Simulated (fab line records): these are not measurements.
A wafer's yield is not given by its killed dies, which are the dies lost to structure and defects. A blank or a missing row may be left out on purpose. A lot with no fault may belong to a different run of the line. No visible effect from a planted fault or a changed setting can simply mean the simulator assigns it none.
Which tool did it? ; flow nandHarc ; 13 lots, 39 wafers sampled, at 5 steps of a route of 1159

== WHAT THE GAUGES SHOWED, per wafer ==
NHARC_A_M1_INSPECT_27.
lot;measured;on;rawDefectCount
L910;day 18 00:11;defectInspect-01;666 624 752
L911;day 18 00:47;defectInspect-01;281 487 371
L912;day 18 08:54;defectInspect-01;409 340 497
L913;day 18 09:13;defectInspect-02;519 333 456
L914;day 18 09:31;defectInspect-02;846 895 681
L916;day 19 01:53;defectInspect-02;412 400 314
L915;day 19 02:32;defectInspect-02;437 427 442
L917;day 19 14:34;defectInspect-02;322 315 275
L918;day 19 16:44;defectInspect-02;409 334 509
L924;day 21 00:47;defectInspect-01;508 640 540
L928;day 22 06:03;defectInspect-02;533 385 481
L929;day 22 09:44;defectInspect-01;488 447 514
L933;day 24 15:33;defectInspect-01;846 409 604

NHARC_END_SORT_01.
lot;measured;on;defectLimitedYield (%);killedAtArray;killedAtOther;killedAtPeriphery;killedDies;killedOpen;killedShort;sort_bin_2_pct (%);sort_bin_3_pct (%);sort_bin_4_pct (%);sortNPass;sortRimYieldPct (%);sortYieldPct (%)
L928;day 23 22:32;prober-02;93.1 94.8 0;31 29 28;0 0 644;16 6 5;47 35 677;5 4 6;1 2 0;1.9 1.8 1.5;0 0 95.42;5.0 3.4 3.1;630 642 0;94.3 98.1 0;93.1 94.8 0

== WHAT TOOL EACH LOT RAN ON (gives the tool, then ch and the chambers of the sampled wafers, and finally the start) ==
lot;NHARC_A_M1_PVD_20;NHARC_A_M1_ANNEAL_31;NHARC_THIN_TSV_PVD_24
L910;pvdSputter-01, day 17 23:20 or earlier;rtpAnneal-02 ch 0, day 17 23:20;pvdSputter-02, day 19 05:25
L911;pvdSputter-02, day 17 23:56 or earlier;rtpAnneal-01 ch 0, day 17 23:56;pvdSputter-02, day 19 00:03
L912;pvdSputter-02, day 18 08:08 or earlier;rtpAnneal-02 ch 0, day 18 08:08;pvdSputter-01, day 19 10:52
L913;pvdSputter-01, day 18 08:27 or earlier;rtpAnneal-01 ch 0, day 18 08:27;pvdSputter-02, day 19 12:13
L914;pvdSputter-03, day 18 08:41 or earlier;rtpAnneal-02 ch 0, day 18 08:41;pvdSputter-03, day 19 13:23
L916;pvdSputter-01, day 19 01:07 or earlier;rtpAnneal-02 ch 0, day 19 01:07;pvdSputter-03, day 20 04:10
L915;pvdSputter-02, day 19 01:46 or earlier;rtpAnneal-02 ch 0, day 19 01:46;pvdSputter-03, day 20 05:29
L917;pvdSputter-01, day 19 13:43 or earlier;rtpAnneal-01 ch 0, day 19 13:43;pvdSputter-01, day 20 16:50
L918;pvdSputter-02, day 19 15:59 or earlier;rtpAnneal-01 ch 0, day 19 15:59;pvdSputter-01, day 20 15:46
L924;pvdSputter-03, day 20 23:58 or earlier;rtpAnneal-01 ch 0, day 20 23:58;pvdSputter-02, day 22 00:55
L928;pvdSputter-03, day 22 05:14 or earlier;rtpAnneal-01 ch 0, day 22 05:14;pvdSputter-01, day 23 07:44
L929;pvdSputter-03, day 22 08:58 or earlier;rtpAnneal-01 ch 0, day 22 08:58;pvdSputter-02, day 23 06:26
L933;pvdSputter-02, day 24 14:47 or earlier;rtpAnneal-01 ch 0, day 24 14:47;pvdSputter-03, day 25 15:11
- NHARC_A_M1_PVD_20: deposits TaN, target thk 5 nm, time 8.06 s.
- NHARC_A_M1_ANNEAL_31: time 90 s.
- NHARC_THIN_TSV_PVD_24: deposits Al, target thk 800 nm.

== AS READ BY THE TOOLS THEMSELVES (means over the sampled wafers that have a number; for cases with no such wafer, the mark the record gives instead) ==
NHARC_A_M1_PVD_20.
lot;tool;throttleValvePct (%)
L910;pvdSputter-01;29.1
L911;pvdSputter-02;29.5
L912;pvdSputter-02;29.6
L913;pvdSputter-01;29.6
L914;pvdSputter-03;30.7
L916;pvdSputter-01;30.0
L915;pvdSputter-02;29.4
L917;pvdSputter-01;28.3
L918;pvdSputter-02;30.6
L924;pvdSputter-03;30.7
L928;pvdSputter-03;30.3
L929;pvdSputter-03;30.9
L933;pvdSputter-02;29.9

NHARC_A_M1_ANNEAL_31.
lot;tool;wafer_temp_C_max
L910;rtpAnneal-02;225.48
L911;rtpAnneal-01;226.06
L912;rtpAnneal-02;225.75
L913;rtpAnneal-01;225.65
L914;rtpAnneal-02;225.39
L916;rtpAnneal-02;225.73
L915;rtpAnneal-02;225.79
L917;rtpAnneal-01;225.71
L918;rtpAnneal-01;226.06
L924;rtpAnneal-01;225.84
L928;rtpAnneal-01;226.18
L929;rtpAnneal-01;225.85
L933;rtpAnneal-01;226.02

== THE ANSWER, worked out from the rows above alone ==
Rule: what is usual is taken from the lots themselves. Put in order of their means at a reading, lots are off if they are a third of the lots or fewer, leave a main group of 4 or more, and stand apart from it by a gap of 3 or more times the standard deviation of the main group's means; of several such gaps the widest counts. A main group is skipped when, at the precision printed for the reading in the tables above, its means are all equal. A lot without any number at a reading at which 4 lots or more have one is off too. Any other lot the step has rows for is counted as sound. Order of review: gauges by route order, followed by the tools' own readings, for which a lot's mean as printed above is used. At the first step where some lot is off, the reading lying furthest off is the one used; lots without a number count as furthest.
None of the lots is off at any reading shown; this tells nothing.

== WHAT THE SIMULATOR PUT IN ==
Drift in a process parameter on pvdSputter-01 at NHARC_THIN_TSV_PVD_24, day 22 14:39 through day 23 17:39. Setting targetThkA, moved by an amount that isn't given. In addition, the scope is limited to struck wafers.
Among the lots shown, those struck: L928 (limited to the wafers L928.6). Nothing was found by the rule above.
